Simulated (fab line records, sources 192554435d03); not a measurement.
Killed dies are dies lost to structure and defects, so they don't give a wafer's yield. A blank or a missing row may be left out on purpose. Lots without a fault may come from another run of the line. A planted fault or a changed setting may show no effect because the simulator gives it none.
Chamber matching | flow n5_finfet | N5_MOL_CONTACT_COAG_ETCHBACK_135 on rie_diel-04: 4 sister chambers
The step etches SiO2 in CHF3, target depth 25 nm, time 16.7 s. 18 wafers are shown with their chamber, then 9 later ones without.

WAFERS WITH THEIR CHAMBER
wafer  | chamber | oes_product_au (a.u.) | drypump_motor_current_A (A) | throttle_valve_pct (%)
L077.1 | 3       | 0.77                  | 5.0                         | 18.75
L077.4 | 2       | 0.86                  | 5.5                         | 18.32
L077.5 | 1       | 0.95                  | 5.4                         | 18.53
L080.2 | 2       | 0.86                  | 5.5                         | 18.34
L080.4 | 1       | 0.94                  | 5.4                         | 18.54
L080.5 | 2       | 0.86                  | 5.5                         | 18.34
L082.1 | 0       | 0.72                  | 6.0                         | 18.74
L082.4 | 2       | 0.85                  | 5.5                         | 18.34
L082.5 | 2       | 0.84                  | 5.5                         | 18.34
L084.1 | 1       | 0.93                  | 5.4                         | 18.56
L084.2 | 3       | 0.77                  | 4.9                         | 18.80
L084.5 | 2       | 0.85                  | 5.5                         | 18.34
L085.3 | 2       | 0.84                  | 5.5                         | 18.35
L085.4 | 0       | 0.72                  | 6.1                         | 18.75
L085.5 | 2       | 0.84                  | 5.5                         | 18.35
L087.1 | 2       | 0.83                  | 5.5                         | 18.36
L087.4 | 0       | 0.72                  | 6.1                         | 18.76
L087.6 | 0       | 0.72                  | 6.0                         | 18.76

SIGNATURES (means of the wafers above)
reading                 | chamber 0 | chamber 1 | chamber 2 | chamber 3 | scatter within a chamber
oes_product_au          | 0.7200    | 0.9400    | 0.8478    | 0.7700    | 0.00909
drypump_motor_current_A | 6.050     | 5.400     | 5.500     | 4.950     | 0.0327
throttle_valve_pct      | 18.7525   | 18.5433   | 18.3422   | 18.7750   | 0.0145
Rule: a wafer's distance from a chamber is the root of the sum, over the readings, of the square of ((its reading less the chamber's mean) divided by the reading's scatter). The wafer belongs to the nearest chamber; if the next one is less than 2 further off, it can't be placed. The scatter: the root of (the sum of the squares of (reading less its chamber's mean) over the shown wafers, divided by (wafers less chambers)).

WAFERS WITHOUT THEIR CHAMBER
wafer  | oes_product_au (a.u.) | drypump_motor_current_A (A) | throttle_valve_pct (%)
L094.1 | 0.88                  | 5.4                         | 18.58
L094.4 | 0.70                  | 6.1                         | 18.78
L094.5 | 0.82                  | 5.5                         | 18.38
L095.1 | 0.70                  | 6.0                         | 18.78
L095.3 | 0.81                  | 5.5                         | 18.39
L095.6 | 0.71                  | 6.0                         | 18.80
L096.2 | 0.71                  | 6.1                         | 18.79
L096.3 | 0.81                  | 5.5                         | 18.39
L096.5 | 0.81                  | 5.5                         | 18.41

WHICH CHAMBER EACH WENT THROUGH
wafer  | from the rows above | in truth
L094.1 | 1                   | 1
L094.4 | 0                   | 0
L094.5 | 2                   | 2
L095.1 | 0                   | 0
L095.3 | 2                   | 2
L095.6 | 0                   | 0
L096.2 | 0                   | 0
L096.3 | 2                   | 2
L096.5 | 2                   | 2
Placed correctly: 9 of 9. Can't be placed from these rows: 0. Placed wrongly: 0.
